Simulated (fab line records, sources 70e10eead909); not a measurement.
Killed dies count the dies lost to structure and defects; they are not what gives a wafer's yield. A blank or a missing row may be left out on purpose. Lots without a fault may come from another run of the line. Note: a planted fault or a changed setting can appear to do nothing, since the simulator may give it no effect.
Matching of chambers / flow nand harc / NHARC_P_CONTACT_STRIP_28 on rie diel-03: 4 sister chambers
The step strips in O2. 16 wafers are shown with their chamber, then 8 later ones without.

== WAFERS, EACH WITH ITS CHAMBER ==
wafer=L075.1; chamber=0; showerhead plenum p Torr (Torr)=3.65; drypump motor current A (A)=4.8; oes product au (a.u.)=0.995
wafer=L075.2; chamber=3; showerhead plenum p Torr (Torr)=3.31; drypump motor current A (A)=5.6; oes product au (a.u.)=0.992
wafer=L075.4; chamber=1; showerhead plenum p Torr (Torr)=3.55; drypump motor current A (A)=4.6; oes product au (a.u.)=1.002
wafer=L078.1; chamber=2; showerhead plenum p Torr (Torr)=3.30; drypump motor current A (A)=5.8; oes product au (a.u.)=1.014
wafer=L078.2; chamber=3; showerhead plenum p Torr (Torr)=3.31; drypump motor current A (A)=5.6; oes product au (a.u.)=1.020
wafer=L078.6; chamber=1; showerhead plenum p Torr (Torr)=3.55; drypump motor current A (A)=4.6; oes product au (a.u.)=1.007
wafer=L080.2; chamber=0; showerhead plenum p Torr (Torr)=3.64; drypump motor current A (A)=4.8; oes product au (a.u.)=0.999
wafer=L080.5; chamber=1; showerhead plenum p Torr (Torr)=3.55; drypump motor current A (A)=4.6; oes product au (a.u.)=1.006
wafer=L080.6; chamber=2; showerhead plenum p Torr (Torr)=3.30; drypump motor current A (A)=5.8; oes product au (a.u.)=1.005
wafer=L082.1; chamber=2; showerhead plenum p Torr (Torr)=3.30; drypump motor current A (A)=5.8; oes product au (a.u.)=1.023
wafer=L082.3; chamber=3; showerhead plenum p Torr (Torr)=3.31; drypump motor current A (A)=5.6; oes product au (a.u.)=0.994
wafer=L082.6; chamber=1; showerhead plenum p Torr (Torr)=3.55; drypump motor current A (A)=4.6; oes product au (a.u.)=0.998
wafer=L083.4; chamber=2; showerhead plenum p Torr (Torr)=3.30; drypump motor current A (A)=5.8; oes product au (a.u.)=1.020
wafer=L083.5; chamber=3; showerhead plenum p Torr (Torr)=3.31; drypump motor current A (A)=5.6; oes product au (a.u.)=1.001
wafer=L083.6; chamber=2; showerhead plenum p Torr (Torr)=3.30; drypump motor current A (A)=5.8; oes product au (a.u.)=1.003
wafer=L084.1; chamber=0; showerhead plenum p Torr (Torr)=3.64; drypump motor current A (A)=4.9; oes product au (a.u.)=1.005

SIGNATURES (means of the wafers above)
reading=showerhead plenum p Torr; chamber 0=3.6433; chamber 1=3.5500; chamber 2=3.3000; chamber 3=3.3100; scatter within a chamber=0.00236
reading=drypump motor current A; chamber 0=4.833; chamber 1=4.600; chamber 2=5.800; chamber 3=5.600; scatter within a chamber=0.0236
reading=oes product au; chamber 0=0.99967; chamber 1=1.00325; chamber 2=1.01300; chamber 3=1.00175; scatter within a chamber=0.00868
Rule: for each reading, subtract the chamber's mean from the wafer's reading, divide by that reading's scatter and square the result; add these up over the readings and take the root, which gives the wafer's distance from the chamber. If the next closest chamber is less than 2 further off than the closest, the wafer can't be placed; otherwise it belongs to the closest. The scatter: take each reading less its chamber's mean, square it, sum over the shown wafers, divide by the number of wafers less the number of chambers, and take the root.

== WAFERS WHOSE CHAMBER IS MISSING ==
wafer=L084.4; showerhead plenum p Torr (Torr)=3.55; drypump motor current A (A)=4.7; oes product au (a.u.)=1.007
wafer=L084.6; showerhead plenum p Torr (Torr)=3.31; drypump motor current A (A)=5.6; oes product au (a.u.)=1.003
wafer=L090.1; showerhead plenum p Torr (Torr)=3.30; drypump motor current A (A)=5.6; oes product au (a.u.)=1.004
wafer=L090.5; showerhead plenum p Torr (Torr)=3.64; drypump motor current A (A)=4.9; oes product au (a.u.)=0.994
wafer=L090.6; showerhead plenum p Torr (Torr)=3.55; drypump motor current A (A)=4.7; oes product au (a.u.)=0.999
wafer=L092.1; showerhead plenum p Torr (Torr)=3.30; drypump motor current A (A)=5.8; oes product au (a.u.)=1.012
wafer=L092.5; showerhead plenum p Torr (Torr)=3.54; drypump motor current A (A)=4.6; oes product au (a.u.)=1.009
wafer=L092.6; showerhead plenum p Torr (Torr)=3.30; drypump motor current A (A)=5.8; oes product au (a.u.)=1.003

== EACH ONE'S CHAMBER ==
wafer=L084.4; from the rows above=1; in truth=1
wafer=L084.6; from the rows above=3; in truth=3
wafer=L090.1; from the rows above=3; in truth=3
wafer=L090.5; from the rows above=0; in truth=0
wafer=L090.6; from the rows above=1; in truth=1
wafer=L092.1; from the rows above=2; in truth=2
wafer=L092.5; from the rows above=1; in truth=1
wafer=L092.6; from the rows above=2; in truth=2
Placed correctly: 8 of 8. Can't be placed from these rows: 0. Number placed wrongly: 0.
